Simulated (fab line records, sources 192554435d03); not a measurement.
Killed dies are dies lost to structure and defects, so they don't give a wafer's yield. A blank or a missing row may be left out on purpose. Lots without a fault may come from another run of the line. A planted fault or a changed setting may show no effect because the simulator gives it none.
Chamber matching | flow n5_finfet | N5_MOL_CONTACT_COAG_STRIP_96 on rie_diel-01: 4 sister chambers
The step strips in N2/H2. 16 wafers are shown with their chamber, then 8 later ones without.

WAFERS WITH THEIR CHAMBER
wafer  | chamber | throttle_valve_pct (%) | showerhead_plenum_p_Torr (Torr) | drypump_motor_current_A (A)
L075.1 | 0       | 19.3                   | 3.20                            | 6.0
L075.4 | 3       | 19.6                   | 3.39                            | 5.7
L075.6 | 2       | 18.6                   | 3.42                            | 5.2
L081.2 | 1       | 19.4                   | 3.59                            | 5.7
L081.3 | 0       | 19.3                   | 3.19                            | 6.1
L081.5 | 1       | 19.4                   | 3.59                            | 5.7
L086.1 | 2       | 18.6                   | 3.41                            | 5.2
L086.2 | 1       | 19.5                   | 3.58                            | 5.7
L086.3 | 0       | 19.3                   | 3.18                            | 6.0
L086.4 | 3       | 19.6                   | 3.37                            | 5.7
L086.5 | 2       | 18.6                   | 3.41                            | 5.2
L086.6 | 3       | 19.6                   | 3.37                            | 5.8
L091.1 | 1       | 19.5                   | 3.57                            | 5.7
L091.5 | 3       | 19.6                   | 3.37                            | 5.7
L091.6 | 2       | 18.6                   | 3.40                            | 5.1
L093.2 | 3       | 19.6                   | 3.36                            | 5.8

SIGNATURES (means of the wafers above)
reading                  | chamber 0 | chamber 1 | chamber 2 | chamber 3 | scatter within a chamber
throttle_valve_pct       | 19.300    | 19.450    | 18.600    | 19.600    | 0.0289
showerhead_plenum_p_Torr | 3.1900    | 3.5825    | 3.4100    | 3.3720    | 0.00981
drypump_motor_current_A  | 6.033     | 5.700     | 5.175     | 5.740     | 0.0467
Rule: a wafer's distance from a chamber is the root of the sum, over the readings, of the square of ((its reading less the chamber's mean) divided by the reading's scatter). The wafer belongs to the nearest chamber; if the next one is less than 2 further off, it can't be placed. The scatter: the root of (the sum of the squares of (reading less its chamber's mean) over the shown wafers, divided by (wafers less chambers)).

WAFERS WITHOUT THEIR CHAMBER
wafer  | throttle_valve_pct (%) | showerhead_plenum_p_Torr (Torr) | drypump_motor_current_A (A)
L093.4 | 18.6                   | 3.40                            | 5.2
L093.6 | 18.8                   | 3.59                            | 6.0
L094.1 | 19.6                   | 3.36                            | 5.7
L094.2 | 19.5                   | 3.57                            | 5.8
L094.3 | 18.7                   | 3.40                            | 5.2
L094.4 | 18.8                   | 3.59                            | 6.1
L094.5 | 18.6                   | 3.40                            | 5.2
L094.6 | 19.7                   | 3.36                            | 5.7

WHICH CHAMBER EACH WENT THROUGH
wafer  | from the rows above | in truth
L093.4 | 2                   | 2
L093.6 | 1                   | 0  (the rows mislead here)
L094.1 | 3                   | 3
L094.2 | 1                   | 1
L094.3 | 2                   | 2
L094.4 | 1                   | 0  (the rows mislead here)
L094.5 | 2                   | 2
L094.6 | 3                   | 3
Placed correctly: 6 of 8. Can't be placed from these rows: 0. Placed wrongly: 2.
